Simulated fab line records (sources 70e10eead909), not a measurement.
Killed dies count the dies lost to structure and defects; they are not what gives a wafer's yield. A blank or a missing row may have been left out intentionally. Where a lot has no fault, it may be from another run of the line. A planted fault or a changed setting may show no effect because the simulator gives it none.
Which tool did it?	flow nand-harc	6 lots with 18 wafers sampled at 4 steps, on a route of 1159 steps

WHAT EACH GAUGE READ, for each wafer
NHARC_A_M1_THK_MEAS_24: measures by xrf.
lot	measured	on	thk-nm (nm)
L499	day 18 10:31	film-metro-02	156.2 155.5 153.1
L500	day 18 12:11	film-metro-01	153.6 158.0 152.9
L502	day 20 11:31	film-metro-02	154.0 156.4 153.7
L506	day 20 18:03	film-metro-01	152.8 150.2 152.3
L514	day 22 00:58	film-metro-01	400.2 402.2 398.8
L519	day 23 16:19	film-metro-02	156.5 154.9 155.8

WHAT TOOL EACH LOT RAN ON (gives the tool, then ch and the chambers of the sampled wafers, and finally the start)
lot	NHARC_A_M1_PVD_21	NHARC_A_M1_ANNEAL_31	NHARC_A_M1_CMP_23
L499	pvd-sputter-02, day 18 09:51 or earlier	rtp-anneal-01 ch 0, day 18 09:51	cmp-04 ch 1,2,3, day 18 10:12
L500	pvd-sputter-01, day 18 11:33 or earlier	rtp-anneal-02 ch 0, day 18 11:33	cmp-01 ch 0,2,3, day 18 11:54
L502	pvd-sputter-01, day 20 10:50 or earlier	rtp-anneal-02 ch 0, day 20 10:50	cmp-01 ch 1,2,3, day 20 11:11
L506	pvd-sputter-03, day 20 17:26 or earlier	rtp-anneal-01 ch 0, day 20 17:26	cmp-04 ch 0,1,2, day 20 17:44
L514	pvd-sputter-02, day 22 00:19 or earlier	rtp-anneal-02 ch 0, day 22 00:19	cmp-03 ch 1,2,3, day 22 00:43
L519	pvd-sputter-03, day 23 15:43 or earlier	rtp-anneal-02 ch 0, day 23 15:43	cmp-03 ch 1,3, day 23 16:01
- NHARC_A_M1_PVD_21: deposits Cu, target thk 30 nm, time 20.49 s.
- NHARC_A_M1_ANNEAL_31: time 90 s.
- NHARC_A_M1_CMP_23: polishes, t overpolish 20 s, target thk 154.34 nm.

THE ANSWER, worked out from the rows above alone
Rule: the lots themselves supply what counts as usual. Put in order of their means at a reading, lots are off if they are a third of the lots or fewer, leave a main group of 4 or more, and stand apart from it by a gap of 3 or more times the standard deviation of the main group's means; of several such gaps the widest counts. A main group whose means are all the same, to the digits that the tables above print for the reading, isn't used. Also off: a lot with no number at a reading for which 4 or more lots have one. All remaining lots with rows at the step are treated as sound.
Off: L514 (NHARC_A_M1_THK_MEAS_24, thk-nm). The main group has a mean of 154.4 nm with a standard deviation of 1.4.
A tool fits if, at a process step before that reading, it ran every lot that is off, and no sound lot after the first of them. Gauges at NHARC_A_M1_THK_MEAS_24: tried the same way as those tools. With no start given for some of its lots, NHARC_A_M1_PVD_21 uses the hours and lot order of NHARC_A_M1_ANNEAL_31. Undecided on this evidence; 2 tools fit (pvd-sputter-02 at NHARC_A_M1_PVD_21, film-metro-01 at NHARC_A_M1_THK_MEAS_24).

WHAT WAS PUT IN BY THE SIMULATOR
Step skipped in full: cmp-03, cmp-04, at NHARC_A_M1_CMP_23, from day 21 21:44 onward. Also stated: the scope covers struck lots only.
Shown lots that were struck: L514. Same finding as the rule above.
